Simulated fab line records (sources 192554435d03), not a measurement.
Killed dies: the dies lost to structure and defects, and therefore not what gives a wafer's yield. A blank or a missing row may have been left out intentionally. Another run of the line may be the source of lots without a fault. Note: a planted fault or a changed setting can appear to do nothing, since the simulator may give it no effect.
What tool caused it? ; flow n5 finfet ; 24 wafers sampled from 9 lots at 1 step of a route of 1938

## WHAT EACH GAUGE READ, for each wafer
N5_BEOL_M4_RC_MEAS_101. Usual: DIBL_N 37.1 mV/V, standard deviation 1.8; DIBL_P 37.2 mV/V, standard deviation 2.1; IOFF_N 0.17 nA/um, standard deviation 0.033; IOFF_P 0.22 nA/um, standard deviation 0.037; ION_N 680 uA/um, standard deviation 11; ION_P 464 uA/um, standard deviation 7.7; SS_N 71.7 mV/dec, standard deviation 0.63; SS_P 73.6 mV/dec, standard deviation 0.67; VT_N 248.9 mV, standard deviation 2.9; VT_P -251 mV, standard deviation 3.6.
lot;measured;on;DIBL_N (mV/V);DIBL_P (mV/V);IOFF_N (nA/um);IOFF_P (nA/um);ION_N (uA/um);ION_P (uA/um);SS_N (mV/dec);SS_P (mV/dec);VT_N (mV);VT_P (mV);flag
L964;day 8 22:56;prober-02;38.7 35.8 34.1;40.6 36.7 33.8;0.22 0.14 0.12;0.26 0.18 0.15;701 676 667;473 455 454;72.0 71.4 71.0;74.6 73.2 72.5;242.9 251.4 251.3;-248 -256 -256;
L961;day 9 21:03;prober-02;37.9 38.6 38.9;37.9 38.6 40.7;0.17 0.19 0.21;0.20 0.22 0.26;671 677 713;454 459 480;72.0 72.0 71.7;73.3 73.4 73.4;250.8 247.7 244.9;-250 -249 -249;
L968;day 10 00:10;prober-01;38.2 38.0 37.1;39.4 37.8 36.8;0.22 0.20 0.18;0.31 0.29 0.26;697 686 680;481 479 466;72.4 72.1 72.2;74.2 73.6 73.5;245.5 245.1 246.5;-244 -243 -247;
L966;day 10 00:26;prober-02;37.3 39.4 37.5;37.8 38.5 36.9;0.18 0.21 0.18;0.23 0.24 0.22;690 693 689;467 462 468;71.9 72.3 71.6;74.0 74.5 73.8;246.8 245.6 246.4;-249 -248 -249;
L972;day 11 00:59;prober-01;38.3 37.0 35.7;38.8 36.4 34.3;0.17 0.16 0.14;0.24 0.21 0.17;671 691 672;463 468 457;71.8 71.1 71.4;75.1 73.4 72.9;250.1 248.5 251.5;-246 -252 -251;
L975;day 12 10:49;prober-02;37.6 37.6 37.3;37.8 37.0 37.4;0.16 0.15 0.16;0.18 0.17 0.17;674 673 676;456 459 453;71.8 71.1 71.5;73.2 72.8 72.9;250.6 250.8 248.5;-256 -256 -256;
L977;day 12 17:54;prober-01;40.3 36.9;41.7 36.5;0.24 0.15;0.26 0.17;691 674;465 457;72.6 72.1;74.3 73.3;245.7 249.0;-249 -257;
L978;day 12 22:19;prober-01;35.4 39.7;34.3 38.6;0.13 0.21;0.18 0.24;687 671;472 455;71.3 72.8;73.1 73.6;251.6 248.7;-252 -250;
L979;day 12 22:56;prober-01;33.3 34.7;35.1 36.7;0.13 0.14;0.18 0.21;675 682;461 465;70.6 70.8;73.1 72.9;252.0 249.0;-251 -250;

## TOOL THAT RAN EACH LOT (tool first, then ch and the chambers of the sampled wafers, then the start)
There is no process step in the record ahead of these readings.

## WHAT THE TOOLS THEMSELVES READ (means of the sampled wafers that have a number; where no wafer has one, the mark that the record gives instead)
The record holds no such reading with a usual standard deviation.

## THE ANSWER, worked out from the rows above alone
Rule: take the mean of a lot's wafers that have a number; if it is more than 3 standard deviations from the usual mean, the lot is off. A lot without any number at a reading at which 4 lots or more have one is off too. The other lots that the step has rows for count as sound. First the gauges in route order, then the tools' own readings, where a lot's mean is used as printed above. The first step at which some lot is off is used, and at that step the reading that is off furthest; a lot without a number counts as furthest.
None of the lots is off at any reading shown; this tells nothing.

## WHAT THE SIMULATOR HAD INSERTED
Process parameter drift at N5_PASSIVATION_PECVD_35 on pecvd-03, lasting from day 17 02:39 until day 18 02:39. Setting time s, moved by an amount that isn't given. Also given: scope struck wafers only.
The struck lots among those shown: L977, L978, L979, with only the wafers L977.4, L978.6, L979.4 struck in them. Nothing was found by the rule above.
